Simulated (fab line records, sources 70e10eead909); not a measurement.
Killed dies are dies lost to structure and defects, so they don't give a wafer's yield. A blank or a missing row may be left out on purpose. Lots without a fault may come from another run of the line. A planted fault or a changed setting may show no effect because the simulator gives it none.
fab line records | flow nand_harc
record lots=6 wafers=18 last_day=23
route steps=1159 shown A_M0@1005 END@1159
lots that met no fault: from a run of the same line without faults
start_h: hours from the record's first day to the start of the lot's first wafer shown | wait_h: hours since the lot's step before | " the same as in the row above | L1.1+2: a row that stands for several wafers | - no value, or no start given | * or withheld: withheld | < > ~ a bound
route shown NAME@n: a module of which the file shows steps, and the number in the route of the first | usual: mean/standard deviation of fault-free wafers | same: alike in all rows | chamber/n: place in a boat | sites: the reading at each site | _std_site: their standard deviation | _edge_site: outer sites' mean less inner sites' | radius_mm: how far each site lies from the wafer's centre | mask NAME#n: copy n | behind: the tool/chamber that last shaped the wafer | hold: why the lot was held/for how many hours/how that ended | device: the transistor (n, p or np) that didn't switch | end of line: the same wafers' tests at the end of the route | a step without rows: its recipe alone | killed: dies lost to structure and defects at the first sort, not the wafer's yield | map: a wafer's dies, x killed, . not, _ none there
set.NAME: the setting as run; set.NAME@STEP: as run at that earlier step | model.NAME: the simulator's own value behind a step, which no gauge read
lots at some steps of the route; a table a step, a row a wafer
services: from which hour (start_h, from the record's first day; less than 0 if before it) a tool's chamber was out of use, for how many hours, and why
## steps
# step NHARC_A_M0_OVL_MEAS_10
# recipe pitch_nm=160
# usual overlay_x_nm=-0.2/0.73 overlay_y_nm=0.3/0.9
# columns lot.wafer tool chamber start_h wait_h overlay_x_nm overlay_y_nm
L482.3 overlay-02 - 411.03 - -0.3 1.0
L482.4 " - " " 0.1 0.5
L482.5 " - " " -0.7 1.0
L483.1 overlay-02 - 413.64 - -0.3 -0.1
L483.3 " - " " -0.6 -0.2
L483.6 " - " " -0.1 -0.6
L492.3 overlay-01 - 456.91 - -0.1 -2.4
L492.4 " - " " 0.0 -2.4
L492.5 " - " " 0.4 -2.2
L491.1 overlay-02 - 477.48 - -1.0 0.7
L491.5 " - " " -1.1 0.7
L491.6 " - " " -0.4 0.9
L493.2 overlay-01 - 486.55 - 0.0 0.5
L493.3 " - " " 0.9 0.0
L493.4 " - " " 0.9 0.5
L499.2 overlay-01 - 503.59 - 0.0 -0.5
L499.4 " - " " -0.1 -0.8
L499.6 " - " " -0.3 -0.3
# step NHARC_A_M0_INSPECT_11
# usual raw_defect_count=27/12
# columns lot.wafer tool chamber start_h wait_h raw_defect_count
L482.3 defect_inspect-01 - 411.07 0.0 25
L482.4 " - " " 21
L482.5 " - " " 21
L483.1 defect_inspect-01 - 413.69 0.0 15
L483.3 " - " " 19
L483.6 " - " " 23
L492.3 defect_inspect-01 - 456.94 0.0 54
L492.4 " - " " 38
L492.5 " - " " 42
L491.1 defect_inspect-02 - 477.51 0.0 26
L491.5 " - " " 29
L491.6 " - " " 22
L493.2 defect_inspect-02 - 486.59 0.0 23
L493.3 " - " " 28
L493.4 " - " " 24
L499.2 defect_inspect-02 - 503.62 0.0 53
L499.4 " - " " 55
L499.6 " - " " 48
# step NHARC_A_M0_DESCUM_14
# recipe time_s=3 o2_flow_sccm=200 ar_flow_sccm=0 bias_power_w=0 chemistry=O2
# step NHARC_A_M0_ETCH_34
# recipe target_depth_a=400 overetch_a=120 time_s=43.94 ion_energy_ev=200 n2_flow_sccm=150 h2_flow_sccm=150 ar_flow_sccm=0 rf_w=400 bias_w=150 chemistry=N2/H2
# usual chamber_pressure_mTorr=30.002/0.024 drypump_motor_current_A=5.66/0.28 oes_product_au=0.993/0.015 rf_vpp_V=430.7/2.7 showerhead_plenum_p_Torr=2.05/0.091 throttle_valve_pct=14.171/0.0078
# columns lot.wafer tool chamber start_h wait_h chamber_pressure_mTorr drypump_motor_current_A oes_product_au rf_hours_counter_h rf_vpp_V showerhead_plenum_p_Torr throttle_valve_pct
L482.4 rie_diel-01 1 411.22 0.1 30.008 5.41 0.991 3 432.4 2.08 14.172
L482.3 " 2 " " 30.033 6.05 0.999 5 433.9 2.16 14.171
L482.5 " 1 " " 30.007 5.40 0.992 - 432.8 2.08 14.170
L483.3 rie_diel-12 1 413.85 0.1 29.990 5.61 0.992 1 430.3 2.04 14.184
L483.1 " 2 " " 29.973 5.54 0.984 1 429.4 1.98 14.187
L483.6 " 3 " " 29.983 5.14 0.973 - 426.0 1.89 14.164
L492.4 rie_diel-01 1 457.09 0.1 29.973 5.41 0.990 7 432.0 2.08 14.166
L492.3 " 2 " " 30.006 6.00 0.986 9 432.3 2.16 14.162
L492.5 " 0 " " 30.041 6.07 1.011 - 432.2 2.13 14.173
L491.1 rie_diel-09 0 477.68 0.1 29.996 5.85 1.011 3 433.7 2.19 14.157
L491.5 " 1 " " 30.008 5.62 1.011 - 428.2 1.95 14.172
L491.6 " 2 " " 30.000 5.71 0.990 - 427.5 1.97 14.163
L493.4 rie_diel-12 3 486.74 0.1 30.054 5.14 0.970 8 426.1 1.89 14.171
L493.3 " 1 " " 30.031 5.66 0.988 6 430.7 2.04 14.176
L493.2 " 2 " " 30.038 5.54 0.966 6 428.9 1.98 14.170
L499.4 rie_diel-09 2 503.77 0.1 30.015 5.72 0.978 5 429.1 1.97 14.159
L499.2 " 1 " " 30.011 5.60 1.009 5 428.0 1.95 14.174
L499.6 " 2 " " 30.027 5.69 0.987 - 429.6 1.97 14.171
# step NHARC_A_M0_ETCH_15
# recipe target_depth_a=1500 overetch_a=150 time_s=82.5 c4f8_flow_sccm=withheld ar_flow_sccm=400 rf_w=600 bias_w=300 chemistry=C4F8/Ar
# usual chamber_pressure_mTorr=24.999/0.023 oes_product_au=0.941/0.023 rf_vpp_V=440.9/2.7
# columns lot.wafer tool chamber start_h wait_h chamber_pressure_mTorr oes_product_au rf_hours_counter_h rf_vpp_V
L482.3 rie_diel-01 3 - - 25.005 0.922 5 440.5
L482.4 " 1 " " 25.026 0.904 3 441.4
L482.5 " 0 " " 25.010 0.934 - 443.4
L483.1 rie_diel-12 3 - - 24.999 0.922 1 435.6
L483.3 " 1 " " 24.974 0.941 1 442.4
L483.6 " 3 " " 25.024 0.927 - 436.8
L492.4 rie_diel-01 2 - - 25.017 0.917 9 443.9
L492.3 " 0 " " 24.972 0.943 8 442.7
L492.5 " 2 " " 24.999 0.911 - 442.9
L491.1 rie_diel-09 1 - - 25.016 0.971 3 436.3
L491.5 " 3 " " 25.029 0.992 - 443.2
L491.6 " 0 " " 25.052 0.988 - 446.0
L493.4 rie_diel-12 1 - - 24.979 0.922 6 441.3
L493.3 " 2 " " 24.987 0.903 6 440.7
L493.2 " 3 " " 25.002 0.910 8 435.7
L499.4 rie_diel-09 0 - - 25.021 0.983 5 445.4
L499.2 " 3 " " 25.004 0.968 5 445.5
L499.6 " 0 " " 24.964 0.987 - 444.3
# step NHARC_A_M0_CD_MEAS_16
# usual cd_nm=80.1/1.4
# columns lot.wafer tool chamber start_h wait_h cd_nm
L482.3 cd_sem-03 - 411.43 - 81.2
L482.4 " - " " 78.7
L482.5 " - " " 79.3
L483.1 cd_sem-01 - 414.06 - 80.4
L483.3 " - " " 79.6
L483.6 " - " " 82.0
L492.3 cd_sem-01 - 457.31 - 78.0
L492.4 " - " " 77.8
L492.5 " - " " 77.3
L491.1 cd_sem-01 - 477.87 - 79.0
L491.5 " - " " 81.1
L491.6 " - " " 79.1
L493.2 cd_sem-02 - 486.95 - 81.5
L493.3 " - " " 80.8
L493.4 " - " " 80.2
L499.2 cd_sem-01 - 503.99 - 78.9
L499.4 " - " " 79.9
L499.6 " - " " 79.5
# step NHARC_A_M0_STRIP_18
# recipe power_w=1000 n2_flow_sccm=150 h2_flow_sccm=150 ar_flow_sccm=0 bias_w=0 chemistry=N2/H2
# usual chamber_pressure_mTorr=29.997/0.029 drypump_motor_current_A=5.68/0.26 oes_product_au=0.997/0.015 rf_vpp_V=90.8/1 showerhead_plenum_p_Torr=2.06/0.093 throttle_valve_pct=14.171/0.0091
# columns lot.wafer tool chamber start_h wait_h chamber_pressure_mTorr drypump_motor_current_A oes_product_au rf_hours_counter_h rf_vpp_V showerhead_plenum_p_Torr throttle_valve_pct
L482.3 rie_diel-09 1 411.52 0.1 29.994 5.65 1.003 12 90.6 1.95 14.183
L482.4 " 0 " " 29.936 5.81 1.020 12 91.6 2.20 14.182
L482.5 " 2 " " 29.980 5.72 1.002 - 90.7 1.98 14.176
L483.1 rie_diel-09 0 414.16 0.1 30.009 5.80 1.009 12 92.3 2.20 14.158
L483.3 " 1 " " 29.975 5.64 0.989 12 89.2 1.95 14.168
L483.6 " 0 " " 30.013 5.82 1.016 - 92.3 2.20 14.157
L492.3 rie_diel-09 1 457.40 0.1 29.976 5.63 1.020 1 92.1 1.95 14.188
L492.4 " 2 " " 30.041 5.70 0.979 1 91.5 1.97 14.168
L492.5 " 0 " " 30.009 5.80 1.021 - 91.6 2.19 14.166
L491.1 rie_diel-01 1 478.03 0.1 30.012 5.40 0.992 7 90.7 2.08 14.173
L491.6 " 2 " " 29.979 6.04 0.974 - 90.6 2.16 14.190
L491.5 " 3 " " 29.995 5.83 1.001 - 91.7 2.03 14.173
L493.4 rie_diel-01 3 487.03 0.1 29.957 5.83 0.981 11 90.9 2.03 14.169
L493.3 " 1 " " 30.006 5.39 0.980 8 91.0 2.08 14.158
L493.2 " 2 " " 30.019 6.02 0.982 11 91.9 2.16 14.162
L499.2 rie_diel-09 1 504.06 0.1 30.077 5.66 1.007 5 88.7 1.95 14.164
L499.4 " 3 " " 29.980 5.31 1.018 5 91.9 2.19 14.185
L499.6 " 1 " " 30.006 5.65 1.001 - 88.4 1.95 14.162
# step NHARC_A_M0_STRIP_19
# recipe time_s=600 temp_c=30 chemistry=post_etch_residue_remover
# step NHARC_A_M0_DEGAS_28
# recipe temp_c=250 time_s=60
# step NHARC_A_M0_PRE_CLEAN_29
# recipe time_s=30 temp_c=280 gas=H2/He
# usual heater_power_w=425/46
# columns lot.wafer tool chamber start_h wait_h heater_power_w
L482.4 pvd_sputter-03 - - - 469
L482.3 " - " " 415
L482.5 " - " " 470
L483.1 pvd_sputter-02 - - - 441
L483.3 " - " " 468
L483.6 " - " " 462
L492.4 pvd_sputter-01 - - - 507
L492.3 " - " " 442
L492.5 " - " " 495
L491.1 pvd_sputter-01 - - - 493
L491.6 " - " " 455
L491.5 " - " " 392
L493.2 pvd_sputter-01 - - - 490
L493.3 " - " " 406
L493.4 " - " " 446
L499.4 pvd_sputter-03 - - - 375
L499.2 " - " " 450
L499.6 " - " " 396
# step NHARC_A_M0_PVD_20
# recipe target_thk_a=50 bias_v=168.6 power_w=15000 chamber_pressure_pa=0.12 time_s=8.06 substrate_temp_c=50 material=TaN
# usual substrate_temp_c=50.02/0.12 throttle_valve_pct=30.2/0.77
# columns lot.wafer tool chamber start_h wait_h substrate_temp_c throttle_valve_pct
L482.4 pvd_sputter-03 - - - 50.28 29.3
L482.3 " - " " 50.04 31.4
L482.5 " - " " 50.14 30.3
L483.1 pvd_sputter-02 - - - 50.41 31.2
L483.3 " - " " 50.05 28.4
L483.6 " - " " 49.98 30.5
L492.3 pvd_sputter-01 - - - 50.08 30.2
L492.4 " - " " 49.90 30.2
L492.5 " - " " 50.10 29.4
L491.1 pvd_sputter-01 - - - 50.20 30.3
L491.5 " - " " 50.17 30.3
L491.6 " - " " 50.00 29.3
L493.3 pvd_sputter-01 - - - 49.82 30.3
L493.2 " - " " 50.01 30.5
L493.4 " - " " 50.05 30.5
L499.2 pvd_sputter-03 - - - 49.85 30.4
L499.4 " - " " 50.04 29.9
L499.6 " - " " 50.09 31.2
# step NHARC_A_M0_PVD_21
# recipe target_thk_a=300 chamber_pressure_pa=5 power_w=5000 substrate_temp_c=30 time_s=20.49 material=Cu
# step NHARC_A_M0_ECD_22
# recipe target_thk_a=4000 bath_temp_c=25 material=Cu
# columns lot.wafer tool chamber start_h wait_h
L482.4+3+5 ecd_cu-02 0,1,0 412.52 -
L483.1+3+6 ecd_cu-01 1,0,0 415.11 -
L492.4+3+5 ecd_cu-02 1,0,0 458.38 -
L491.1+6+5 ecd_cu-01 1,1,0 478.86 -
L493.2+4+3 ecd_cu-02 0,1,0 487.98 -
L499.2+4+6 ecd_cu-01 1,1,0 505.03 -
# step NHARC_A_M0_ANNEAL_30
# recipe temp_c=225 time_s=90
# step NHARC_A_M0_CMP_23
# recipe t_overpolish_s=20 target_thk_nm=113.75
# usual motor_current_A=11.8/0.81 slurry_flow_ml_min=150.0/0.53 time_to_endpoint_s=27/3.1
# columns lot.wafer tool chamber start_h wait_h motor_current_A slurry_flow_ml_min time_to_endpoint_s
L482.3 cmp-03 0 413.14 - 10.2 150.5 26
L482.4 " 3 " " 12.7 150.7 24
L482.5 " 1 " " 11.4 149.9 24
L483.3 cmp-04 1 415.80 - 12.0 150.3 23
L483.1 " 2 " " 11.5 149.7 27
L483.6 " 0 " " 12.9 149.3 34
L492.4 cmp-04 0 459.00 - 12.4 149.8 11
L492.3 " 3 " " 13.2 149.9 31
L492.5 " 1 " " 11.0 149.9 23
L491.1 cmp-01 3 479.67 - 10.8 150.1 27
L491.5 " 1 " " 12.3 150.0 29
L491.6 " 2 " " 11.9 149.1 26
L493.3 cmp-01 1 488.65 - 12.0 150.2 30
L493.4 " 2 " " 12.1 150.2 8
L493.2 " 3 " " 10.8 150.6 27
L499.4 cmp-04 3 505.83 - 13.4 149.5 28
L499.2 " 1 " " 12.1 149.2 23
L499.6 " 2 " " 10.5 149.1 29
# step NHARC_A_M0_THK_MEAS_24
# recipe thk_meas_gauge=xrf
# usual thk_nm=113.3/1.5
# columns lot.wafer tool chamber start_h wait_h thk_nm
L482.3 film_metro-01 - 413.46 - 112.7
L482.4 " - " " 111.4
L482.5 " - " " 111.7
L483.1 film_metro-01 - 416.09 - 114.4
L483.3 " - " " 113.7
L483.6 " - " " 113.7
L492.3 film_metro-01 - 459.32 - 114.5
L492.4 " - " " 114.8
L492.5 " - " " 113.5
L491.1 film_metro-01 - 479.93 - 114.0
L491.5 " - " " 113.1
L491.6 " - " " 114.4
L493.2 film_metro-01 - 488.96 - 113.4
L493.3 " - " " 112.5
L493.4 " - " " 112.6
L499.2 film_metro-01 - 506.11 - 112.5
L499.4 " - " " 114.8
L499.6 " - " " 114.2
# step NHARC_END_SORT_01
# recipe temp_c=25
# usual defect_limited_yield=95.8/1.3 killed_at_array=24/8.7 killed_at_other=0.8/1.2 killed_at_periphery=3.6/2.3 killed_dies=28/8.9 killed_open=3.2/1.9 killed_short=2.0/1.6 sort_bin_2_pct=1.3/0.57 sort_bin_3_pct=0.22/0.19 sort_bin_4_pct=2.7/0.89 sort_n_pass=649/8.9 sort_rim_yield_pct=95/3.1 sort_yield_pct=95.8/1.3
# same gross_dies=677 sort_bin_5_pct[%]=0 sort_bin_6_pct[%]=0 sort_bin_7_pct[%]=0 sort_bin_8_pct[%]=0 sort_rim_n_gross=106.00
# columns lot.wafer tool chamber start_h wait_h hold defect_limited_yield[%] killed_at_array killed_at_other killed_at_periphery killed_dies killed_open killed_short sort_bin_2_pct[%] sort_bin_3_pct[%] sort_bin_4_pct[%] sort_n_pass sort_rim_yield_pct[%] sort_yield_pct[%]
L483.1 prober-01 0 464.62 2.5 - 96.9 16 0 5 21 5 2 0.9 0.15 2.1 656 98 96.9
L483.3 prober-01 0 466.21 3.1 - 95.9 22 1 5 28 5 6 0.7 0.15 3.2 649 97 95.9
L483.6 prober-01 0 468.60 4.0 - 96.9 20 1 0 21 1 0 0.7 0 2.4 656 95 96.9
L482.3 prober-02 0 466.45 3.1 - 96.0 24 0 3 27 9 0 1.3 0.30 2.4 650 93 96.0
L482.4 prober-02 0 467.25 3.4 - 96.0 27 0 0 27 6 4 1.6 0 2.4 650 96 96.0
L482.5 prober-02 0 468.05 3.7 - 96.0 25 0 2 27 0 5 1.3 0.30 2.4 650 99 96.0
L493.2 prober-01 0 526.83 2.8 await_dispo/6.5h/release 95.7 26 0 3 29 6 3 1.0 0.15 3.1 648 93 95.7
L493.3 prober-01 0 527.62 3.1 await_dispo/6.5h/release 95.4 28 0 3 31 7 0 1.6 0.30 2.7 646 99 95.4
L493.4 prober-01 0 528.41 3.4 await_dispo/6.5h/release 91.1 57 0 3 60 0 4 6.4 0.15 2.4 617 92 91.1
L499.2 prober-02 0 546.94 2.8 - 94.4 36 0 2 38 3 3 2.1 0.15 3.4 639 92 94.4
L499.4 prober-02 0 548.56 3.4 - 92.8 47 0 2 49 4 3 2.7 0.30 4.3 628 95 92.8
L499.6 prober-02 0 550.17 4.0 - 94.4 35 0 3 38 1 1 1.8 0.30 3.5 639 92 94.4
# killed by level:class
L483.1 A_SLIT:chamber_film_flake=8 P_GATE:geometric_particle:open=3 A_WL_FILL:chamber_film_flake=2 P_M0:geometric_particle:short=1 A_CHANNEL_FILL_D1:geometric_particle:open=1 A_WL_FILL:geometric_particle:open=1 A_CONTACT:geometric_particle:short=1 P_STI:chamber_film_flake=1
L483.3 A_SLIT:chamber_film_flake=7 A_STAIRCASE:chamber_film_flake=4 A_CHANNEL_HOLE_D1:chamber_film_flake=3 P_GATE:geometric_particle:open=2 A_CHANNEL_FILL_D1:geometric_particle:short=2 A_WL_FILL:chamber_film_flake=2 P_STI:geometric_particle:open=1 P_GATE:geometric_particle:short=1
L482.3 A_SLIT:chamber_film_flake=10 A_CONTACT:chamber_film_flake=4 A_CONTACT:geometric_particle:open=3 A_STAIRCASE:chamber_film_flake=2 P_CONTACT:geometric_particle:open=1 P_M0:geometric_particle:open=1 P_M2:geometric_particle:open=1 A_CHANNEL_FILL_D1:geometric_particle:open=1
L482.4 A_CONTACT:chamber_film_flake=8 A_SLIT:chamber_film_flake=6 A_WL_FILL:geometric_particle:short=2 A_CONTACT:geometric_particle:open=2 A_ONON_D1:geometric_particle:open=1 A_ONON_D1:geometric_particle:short=1 A_CHANNEL_FILL_D1:geometric_particle:short=1 A_CHANNEL_FILL_D1:geometric_particle:open=1
L482.5 A_SLIT:chamber_film_flake=13 A_CHANNEL_HOLE_D1:chamber_film_flake=4 A_CONTACT:chamber_film_flake=4 A_CHANNEL_FILL_D1:geometric_particle:short=2 P_CONTACT:geometric_particle:short=1 P_M0:geometric_particle:short=1 A_M0:geometric_particle:short=1 A_M1:chamber_film_flake=1
L483.6 A_STAIRCASE:chamber_film_flake=7 A_SLIT:chamber_film_flake=6 A_CHANNEL_HOLE_D1:chamber_film_flake=4 A_WL_FILL:chamber_film_flake=2 A_SOURCE_PLATE:geometric_particle:open=1 THIN_TSV:chamber_film_flake=1
L493.2 A_CHANNEL_HOLE_D1:chamber_film_flake=8 A_STAIRCASE:chamber_film_flake=7 A_CONTACT:chamber_film_flake=4 A_CHANNEL_FILL_D1:geometric_particle:open=2 P_GATE:geometric_particle:short=1 P_M0:geometric_particle:open=1 A_ONON_D1:geometric_particle:short=1 A_SGD_CUT:geometric_particle:open=1
L493.3 A_CHANNEL_HOLE_D1:chamber_film_flake=12 A_CONTACT:chamber_film_flake=7 A_CONTACT:geometric_particle:open=2 A_M0:geometric_particle:open=2 A_STAIRCASE:chamber_film_flake=2 P_GATE:geometric_particle:open=1 A_SGD_CUT:geometric_particle:open=1 A_WL_FILL:geometric_particle:open=1
L493.4 A_M0:area_ecd=32 A_CHANNEL_HOLE_D1:chamber_film_flake=9 A_STAIRCASE:chamber_film_flake=8 A_CONTACT:chamber_film_flake=4 A_CHANNEL_FILL_D1:geometric_particle:short=2 P_BONDPAD:chamber_film_flake=2 P_STI:geometric_particle:short=1 A_ONON_D1:geometric_particle:short=1
L499.2 A_SLIT:chamber_film_flake=16 A_CHANNEL_HOLE_D1:chamber_film_flake=13 A_CONTACT:geometric_particle:open=2 P_M1:geometric_particle:short=1 A_SOURCE_PLATE:geometric_particle:short=1 A_ONON_D1:geometric_particle:short=1 A_M0:geometric_particle:open=1 P_GATE:chamber_film_flake=1
L499.4 A_CHANNEL_HOLE_D1:chamber_film_flake=20 A_SLIT:chamber_film_flake=17 A_CONTACT:geometric_particle:open=3 P_STI:chamber_film_flake=2 A_ONON_D1:geometric_particle:short=1 A_SGD_CUT:geometric_particle:short=1 A_WL_FILL:geometric_particle:short=1 A_M0:geometric_particle:open=1
L499.6 A_CHANNEL_HOLE_D1:chamber_film_flake=17 A_SLIT:chamber_film_flake=13 P_M0:chamber_film_flake=2 P_CONTACT:geometric_particle:short=1 A_CONTACT:geometric_particle:open=1 A_CHANNEL_FILL_D1:chamber_film_flake=1 A_STAIRCASE:chamber_film_flake=1 A_WL_FILL:chamber_film_flake=1
## services
# columns tool chamber start_h hours kind
pvd_sputter-03 - 389.57 1.7 repair
pvd_sputter-02 - 395.21 10.0 pm
cmp-04 - 399.07 4.0 pm
rie_diel-09 0 410.26 - clean
rie_diel-09 1 410.26 - clean
rie_diel-09 2 410.26 - clean
rie_diel-09 3 410.26 - clean
cmp-03 - 413.52 0.5 repair
rie_diel-09 - 431.10 9.0 pm
rie_diel-09 0 431.10 9.0 vent_cycle
rie_diel-09 1 431.10 9.0 vent_cycle
ecd_cu-01 - 448.25 8.0 pm
cmp-03 - 450.00 4.0 pm
pvd_sputter-03 - 458.00 10.0 pm
rie_diel-09 - 458.28 1.2 repair
pvd_sputter-02 - 465.80 1.1 repair
cmp-01 - 480.28 4.0 pm
rie_diel-01 - 491.84 9.0 pm
ecd_cu-01 - 494.59 1.6 repair
pvd_sputter-03 - 494.74 2.8 repair
cmp-01 - 496.22 4.1 repair
cmp-04 - 497.07 4.0 pm
cmp-03 - 498.86 1.4 repair
cmp-03 - 504.44 1.6 repair
## key
first_sign step=NHARC_A_M0_CMP_23 reading=time_to_endpoint_s direction=down sigmas=5.6 usual=* struck=*
effect step=NHARC_END_SORT_01 reading=sort_bin_2_pct direction=up sigmas=8.8 usual=1.3 struck=6.4
more_kills_born_at NHARC_A_M0_ECD_22@ecd_cu-02=32
met_at NHARC_A_M0_ECD_22
struck_wafers L492.4,L493.4
sort_left_out L492.4
onset_between 412.52 458.38
fault kind=process_parameter_drift tool=ecd_cu-02 chamber=- onset_h=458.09 steps=NHARC_A_M0_ECD_22 channel=target_thk_a offset=* shape=step end_h=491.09 scope=struck_wafers_only acts_in=* stated=*
# sort_left_out: the simulated sort isn't trusted on such a fault, so these wafers' sort isn't shown, and their yield isn't known
